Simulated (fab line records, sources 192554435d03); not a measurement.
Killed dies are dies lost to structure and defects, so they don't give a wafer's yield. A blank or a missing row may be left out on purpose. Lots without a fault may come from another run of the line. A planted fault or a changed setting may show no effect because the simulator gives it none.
Chamber matching | flow n5_finfet | N5_BEOL_M2_ETCHBACK_99 on rie_diel-02: 4 sister chambers
The step etches SiO2 in CHF3, target depth 5 nm, time 10.4 s. 7 wafers are shown with their chamber, then 8 later ones without.

WAFERS WITH THEIR CHAMBER
wafer  | chamber | showerhead_plenum_p_Torr (Torr) | oes_product_au (a.u.)
L084.2 | 0       | 2.08                            | 0.85
L083.3 | 0       | 2.09                            | 0.84
L083.4 | 1       | 2.14                            | 0.68
L085.3 | 2       | 2.22                            | 0.73
L085.4 | 3       | 2.22                            | 0.89
L085.5 | 2       | 2.22                            | 0.74
L093.1 | 3       | 2.21                            | 0.85

WAFERS WITHOUT THEIR CHAMBER
wafer  | showerhead_plenum_p_Torr (Torr) | oes_product_au (a.u.)
L093.3 | 2.13                            | 0.66
L093.5 | 2.22                            | 0.71
L091.1 | 2.13                            | 0.67
L091.2 | 2.21                            | 0.85
L091.4 | 2.22                            | 0.71
L096.2 | 2.22                            | 0.70
L096.4 | 2.13                            | 0.66
L096.6 | 2.22                            | 0.70

WHICH CHAMBER EACH WENT THROUGH
wafer  | from the rows above | in truth
L093.3 | 1                   | 1
L093.5 | 2                   | 2
L091.1 | 1                   | 1
L091.2 | 3                   | 3
L091.4 | 2                   | 2
L096.2 | 2                   | 2
L096.4 | 1                   | 1
L096.6 | 2                   | 2
Placed correctly: 8 of 8. Can't be placed from these rows: 0. Placed wrongly: 0.
How it was worked out, from the rows above alone: a wafer's distance from a chamber is the root of the sum, over the readings, of the square of ((its reading less the chamber's mean) divided by the reading's scatter). The wafer belongs to the nearest chamber; if the next one is less than 2 further off, it can't be placed. A chamber's mean is the mean of its shown wafers. The scatter: the root of (the sum of the squares of (reading less its chamber's mean) over the shown wafers, divided by (wafers less chambers)).
